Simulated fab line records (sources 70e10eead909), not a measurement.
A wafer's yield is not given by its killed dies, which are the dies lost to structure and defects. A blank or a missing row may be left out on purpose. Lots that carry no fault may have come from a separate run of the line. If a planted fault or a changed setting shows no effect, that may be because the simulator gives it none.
Which tool did it?	flow nand_harc	7 lots, 21 wafers sampled, at 2 steps of a route of 1302

## WHAT EACH GAUGE READ, for each wafer
NHARC_A_BONDPAD_INSPECT_23.
lot	measured	on	raw_defect_count
L772	day 23 22:43	defect_inspect-02	663 705 676
L773	day 23 21:49	defect_inspect-02	493 370 325
L786	day 29 03:41	defect_inspect-02	482 424 738
L789	day 30 11:55	defect_inspect-01	446 493 448
L792	day 31 16:52	defect_inspect-02	515 410 408
L794	day 32 17:20	defect_inspect-01	443 560 763

## TOOL THAT RAN EACH LOT (tool first, then ch and the chambers of the sampled wafers, then the start)
lot	NHARC_A_CHANNEL_HOLE_D1_DEP_01
L772	pecvd-02 ch 0,1,2, day 8 18:11
L773	pecvd-02 ch 0,1,2, day 9 13:32
L780	pecvd-03 ch 0,1,2, day 12 07:47
L786	pecvd-04 ch 1,2, day 14 13:08
L789	pecvd-02 ch 0,1,2, day 16 01:38
L792	pecvd-04 ch 0,2, day 17 01:22
L794	pecvd-03 ch 0,1, day 18 06:08
- NHARC_A_CHANNEL_HOLE_D1_DEP_01: deposits SiON, target thk 140 nm.

## THE ANSWER, worked out from the rows above alone
Rule: the usual values come from the lots themselves. The widest of any qualifying gaps counts: lots, ordered by their means at a reading, are off when they make up no more than a third of the lots, leave a main group of 4 or more, and stand apart from it by 3 or more times the standard deviation of that group's means. A main group whose means are all the same, to the digits that the tables above print for the reading, isn't used. Also off: a lot with no number at a reading for which 4 or more lots have one. All remaining lots with rows at the step are treated as sound.
Nothing can be told from this: no lot is off at any reading shown.

## WHAT THE SIMULATOR PUT IN
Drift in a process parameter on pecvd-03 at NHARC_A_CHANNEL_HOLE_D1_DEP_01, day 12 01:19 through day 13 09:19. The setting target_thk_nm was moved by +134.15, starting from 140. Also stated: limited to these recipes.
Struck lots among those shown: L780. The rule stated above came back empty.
